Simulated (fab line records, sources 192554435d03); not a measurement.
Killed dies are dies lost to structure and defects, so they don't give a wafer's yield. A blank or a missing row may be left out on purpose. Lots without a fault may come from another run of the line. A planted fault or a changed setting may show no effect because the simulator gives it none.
Which tool did it? | flow n5_finfet | 21 lots, 63 wafers sampled, at 2 steps of a route of 1938

WHAT THE GAUGES READ, wafer by wafer
N5_PMOS_HMC_CHANNEL_EPI_THK_MEAS_22.
lot  | measured    | on            | HMC_CMP_THK (nm)
L074 | day 1 19:26 | film_metro-02 | 51.8 55.2 53.9
L075 | day 2 01:35 | film_metro-01 | 53.3 53.1 56.6
L076 | day 2 07:55 | film_metro-01 | 52.9 54.5 54.0
L077 | day 2 13:32 | film_metro-02 | 53.8 53.3 55.0
L078 | day 2 19:47 | film_metro-02 | 52.2 54.4 55.1
L080 | day 3 07:51 | film_metro-02 | 52.0 55.2 54.4
L081 | day 3 13:58 | film_metro-01 | 52.5 54.3 55.3
L082 | day 3 19:40 | film_metro-02 | 52.4 56.5 53.2
L083 | day 4 02:02 | film_metro-01 | 54.0 53.4 53.3
L084 | day 4 08:17 | film_metro-01 | 53.3 54.3 54.4
L085 | day 4 14:24 | film_metro-01 | 52.7 53.0 52.5
L086 | day 4 19:51 | film_metro-01 | 53.3 56.2 53.8
L088 | day 5 07:15 | film_metro-01 | 53.7 54.1 54.2
L089 | day 5 13:46 | film_metro-02 | 55.7 54.7 54.5
L090 | day 5 19:52 | film_metro-01 | 54.3 55.4 53.9
L091 | day 6 01:21 | film_metro-01 | 55.4 54.3 54.5
L092 | day 6 08:28 | film_metro-01 | 55.6 51.2 54.4
L093 | day 6 14:31 | film_metro-02 | 54.1 54.7 52.6
L094 | day 6 20:08 | film_metro-01 | 54.5 52.7 55.8
L095 | day 7 01:52 | film_metro-01 | 56.1 54.1 54.5
L097 | day 7 13:41 | film_metro-02 | 53.1 54.9 56.1

WHICH TOOL RAN EACH LOT (tool, then ch and the chambers of the sampled wafers, then the start)
lot  | N5_WELL_APT_DESCUM_30
L074 | rie_diel-05 ch 0,1, day 1 14:59
L075 | rie_diel-02 ch 2,3, day 1 21:10
L076 | rie_diel-06 ch 0,1,3, day 2 03:36
L077 | rie_diel-05 ch 0,1, day 2 08:54
L078 | rie_diel-02 ch 0,1,2, day 2 14:56
L080 | rie_diel-02 ch 2,3, day 3 03:08
L081 | rie_diel-02 ch 0,1,2, day 3 09:01
L082 | rie_diel-02 ch 0,3, day 3 15:15
L083 | rie_diel-02 ch 2,3, day 3 21:23
L084 | rie_diel-05 ch 1,3, day 4 03:43
L085 | rie_diel-02 ch 1,2, day 4 09:29
L086 | rie_diel-06 ch 0,1,3, day 4 15:03
L088 | rie_diel-06 ch 0,3, day 5 02:55
L089 | rie_diel-02 ch 1,3, day 5 09:07
L090 | rie_diel-05 ch 0,2, day 5 15:33
L091 | rie_diel-05 ch 0,1,2, day 5 21:03
L092 | rie_diel-02 ch 1,2, day 6 03:05
L093 | rie_diel-05 ch 1,2,3, day 6 09:37
L094 | rie_diel-05 ch 1,3, day 6 15:16
L095 | rie_diel-06 ch 1,2,3, day 6 21:19
L097 | rie_diel-06 ch 0,3, day 7 09:10
- N5_WELL_APT_DESCUM_30: chemistry O2, time 7.9 s.

WHAT THE TOOLS THEMSELVES READ (means of the sampled wafers that have a number; where no wafer has one, the mark that the record gives instead)
N5_WELL_APT_DESCUM_30.
lot  | tool        | bias_power_w (W) | drypump_motor_current_A (A) | oes_product_au (a.u.) | rf_vpp_V (V) | showerhead_plenum_p_Torr (Torr) | throttle_valve_pct (%)
L074 | rie_diel-05 | 20.01            | 5.4                         | 0.79                  | 243.7        | 2.07                            | 20.1
L075 | rie_diel-02 | 20.02            | 5.2                         | 0.74                  | 245.3        | 2.19                            | 20.6
L076 | rie_diel-06 | 20.04            | 5.5                         | 0.81                  | 243.1        | 2.12                            | 20.2
L077 | rie_diel-05 | 20.03            | 5.4                         | 0.78                  | 242.8        | 2.07                            | 20.1
L078 | rie_diel-02 | 20.03            | 5.7                         | 0.77                  | 243.4        | 2.17                            | 20.7
L080 | rie_diel-02 | 19.95            | 5.2                         | 0.73                  | 244.6        | 2.19                            | 20.6
L081 | rie_diel-02 | 19.97            | 5.7                         | 0.76                  | 244.2        | 2.17                            | 20.7
L082 | rie_diel-02 | 20.12            | 5.6                         | 0.70                  | 245.1        | 2.18                            | 20.8
L083 | rie_diel-02 | 20.02            | 5.2                         | 0.71                  | 244.2        | 2.18                            | 20.7
L084 | rie_diel-05 | 20.01            | 5.4                         | 0.72                  | 243.7        | 2.15                            | 20.4
L085 | rie_diel-02 | 20.03            | 5.3                         | 0.75                  | 243.9        | 2.16                            | 20.6
L086 | rie_diel-06 | 20.02            | 5.5                         | 0.89                  | 245.3        | 2.11                            | 20.1
L088 | rie_diel-06 | 19.95            | 5.1                         | 0.83                  | 244.0        | 2.12                            | 20.2
L089 | rie_diel-02 | 19.96            | 5.4                         | 0.72                  | 243.8        | 2.16                            | 20.8
L090 | rie_diel-05 | 20.07            | 6.0                         | 0.87                  | 242.6        | 2.03                            | 20.1
L091 | rie_diel-05 | 20.01            | 5.7                         | 0.82                  | 242.8        | 2.04                            | 20.1
L092 | rie_diel-02 | 20.02            | 5.3                         | 0.73                  | 243.6        | 2.16                            | 20.7
L093 | rie_diel-05 | 19.98            | 5.5                         | 0.76                  | 243.2        | 2.10                            | 20.3
L094 | rie_diel-05 | 19.99            | 5.1                         | 0.72                  | 243.5        | 2.12                            | 20.3
L095 | rie_diel-06 | 19.95            | 5.6                         | 0.82                  | 243.9        | 2.11                            | 20.2
L097 | rie_diel-06 | 19.97            | 5.1                         | 0.81                  | 243.4        | 2.11                            | 20.2

THE ANSWER, worked out from the rows above alone
Rule: what is usual is taken from the lots themselves. Put in order of their means at a reading, lots are off if they are a third of the lots or fewer, leave a main group of 4 or more, and stand apart from it by a gap of 3 or more times the standard deviation of the main group's means; of several such gaps the widest counts. A main group whose means are all the same, to the digits that the tables above print for the reading, isn't used. A lot without any number at a reading at which 4 lots or more have one is off too. The other lots that the step has rows for count as sound. The gauges are gone through in route order, then the tools' own readings, and for those a lot's mean is taken as printed above. The first step at which some lot is off is used, and at that step the reading that is off furthest; a lot without a number counts as furthest.
No lot is off at any reading shown: from this, nothing can be told.

WHAT THE SIMULATOR HAD PUT IN
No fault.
